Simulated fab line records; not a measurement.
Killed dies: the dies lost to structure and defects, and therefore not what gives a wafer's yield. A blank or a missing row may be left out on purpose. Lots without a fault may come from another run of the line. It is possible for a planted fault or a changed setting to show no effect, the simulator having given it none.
Which tool is to blame?	flow nand_harc	18 wafers from 6 lots sampled at 4 of the route's 1159 steps

## WHAT EACH GAUGE READ, for each wafer
NHARC_P_M0_THK_MEAS_24: measures by xrf.
lot	measured	on	thk_nm (nm)
L208	day 6 07:48	film_metro-01	118.3 116.2 118.8
L212	day 7 06:29	film_metro-01	118.0 119.4 118.1
L215	day 8 00:06	film_metro-01	118.9 119.9 118.1
L218	day 9 09:32	film_metro-02	117.3 117.2 116.6
L224	day 10 07:45	film_metro-01	116.9 118.0 117.7
L230	day 11 19:39	film_metro-02	115.3 116.1 117.5

## EACH LOT AND THE TOOL THAT RAN IT (in order: tool; ch and the chambers of the sampled wafers; start)
lot	NHARC_P_CONTACT_CMP_24	NHARC_P_M0_STRIP_19	NHARC_P_M0_PVD_20
L208	cmp-02 ch 0,2,3, day 6 02:43	wet_bench-01 ch 0,3,4, day 6 05:10	pvd_sputter-03, day 6 07:48 or earlier
L212	cmp-04 ch 0,1,2, day 7 02:49	wet_bench-01 ch 0,5,6, day 7 04:49	pvd_sputter-02, day 7 06:29 or earlier
L215	cmp-03 ch 0,3, day 7 19:53	wet_bench-03 ch 1,5,7, day 7 22:23	pvd_sputter-02, day 8 00:06 or earlier
L218	cmp-03 ch 0,2,3, day 9 05:34	wet_bench-01 ch 1,3,5, day 9 07:50	pvd_sputter-02, day 9 09:32 or earlier
L224	cmp-04 ch 0,1,3, day 10 03:58	wet_bench-03 ch 0,1,6, day 10 06:02	pvd_sputter-01, day 10 07:45 or earlier
L230	cmp-02 ch 0,1,3, day 11 15:51	wet_bench-01 ch 1,3,6, day 11 17:58	pvd_sputter-03, day 11 19:39 or earlier
- NHARC_P_CONTACT_CMP_24: polishes, t overpolish 30 s, target thk 200 nm.
- NHARC_P_M0_STRIP_19: strips in post etch residue remover, time 600 s.
- NHARC_P_M0_PVD_20: deposits TaN, target thk 5 nm, time 8.06 s.

## THE ANSWER, worked out from the rows above alone
Rule: what is usual is taken from the lots themselves. The widest of any qualifying gaps counts: lots, ordered by their means at a reading, are off when they make up no more than a third of the lots, leave a main group of 4 or more, and stand apart from it by 3 or more times the standard deviation of that group's means. If all means in a main group match to the digits the tables above print for the reading, that group is not used. A lot without any number at a reading at which 4 lots or more have one is off too. Any other lot the step has rows for is counted as sound.
Nothing can be told from this: no lot is off at any reading shown.

## WHAT THE SIMULATOR HAD INSERTED
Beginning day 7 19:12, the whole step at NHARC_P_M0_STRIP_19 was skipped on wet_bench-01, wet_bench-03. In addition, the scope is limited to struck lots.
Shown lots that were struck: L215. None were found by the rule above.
